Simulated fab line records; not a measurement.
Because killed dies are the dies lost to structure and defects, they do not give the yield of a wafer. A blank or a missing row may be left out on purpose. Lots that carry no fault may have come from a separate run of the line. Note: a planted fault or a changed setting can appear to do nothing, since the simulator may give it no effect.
Problem report, 8D (eight disciplines) form, completed by code ; flow n5 finfet ; the parts of the form that need people (team, actions taken, sign-off) are left out

## 1. PROBLEM STATEMENT
h2 flow sccm at N5_BEOL_M0_SAQP_STRIP_86 reads a mean of 269.7 sccm on 9 wafers of 3 lots; wafers without a fault read 299.8 sccm with a standard deviation of 0.9. Measured from the usual mean, that is -33 standard deviations.
The step: strips in N2/H2.
Earliest sighting: wafer L943.1 on rie diel-04 at day 9 08:13. At this step, 30 wafers from 10 lots have a number in the record. Rule for "out" (also "out of limits"): further than 4 standard deviations from the usual mean. All remaining wafers that have a number are taken as sound.

## 2. WHAT IT IS; WHAT IT IS NOT
question;is;is not
which readings at this step;h2 flow sccm;drypump motor current A, rf vpp V, showerhead plenum p Torr
which lots;L943, L944, L948;L937, L940, L941, L942, L945, L951, L952
which wafers of those lots;all that have a number;-
read on which tools;rie diel-04;rie diel-02, rie diel-03
when;from day 9 08:13;"up to then (12 sound wafers); but 9 sound wafers of L945, L951, L952 came after"

## 3. THE SUSPECTS, EACH WITH WHAT RULES IT OUT
Counting: a tool stays on the suspect list if, at a process step up to the reading, it processed all lots that are out and no sound lot following the first of them.
- rie diel-04 at N5_BEOL_M0_SAQP_STRIP_86 (strips in N2/H2): kept. It ran every lot that is out, first L943 (day 9 08:13), and no sound lot after that; its last sound lot up to then is L941 (day 8 16:27). On those wafers its own readings are out: h2 flow sccm.
Remaining after the count: rie diel-04 at N5_BEOL_M0_SAQP_STRIP_86.

## 4. THE CAUSE (what the simulator had put in)
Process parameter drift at N5_BEOL_M0_SAQP_STRIP_86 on rie diel-04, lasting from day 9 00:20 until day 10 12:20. A move of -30 in setting h2 flow sccm, from 300. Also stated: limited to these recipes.
This tool alone remained once counting was done.

## 5. THE EFFECT CHAIN, in route order
Each row: a reading where the mean over the struck wafers with a number is more than 3 standard deviations away from the usual. Only readings whose record carries a usual standard deviation are examined. hours: median over the lots of the time between each lot's start at the first step of this table that gives one and its start at this step. sigmas: the change, counted in usual standard deviations.
hours;step;reading;usual;on struck wafers;change;sigmas
0;N5_BEOL_M0_SAQP_STRIP_86;h2 flow sccm;299.8 sccm;269.7;-30.1;-33
0;N5_BEOL_M0_SAQP_STRIP_86;throttle valve pct;18.9 %;17.6;-1.3;-4.2
It contains these process steps:
- N5_BEOL_M0_SAQP_STRIP_86: strips in N2/H2.
Later measuring or inspecting steps at which every struck wafer that the step has a row for has a number for every such reading, and none has moved that far: N5_BEOL_M4_RC_MEAS_101.

## 6. HOW IT WOULD HAVE BEEN CAUGHT EARLIER
First out-of-limits reading in this record: day 9 08:13, which is 8 hours after fault onset at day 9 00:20.
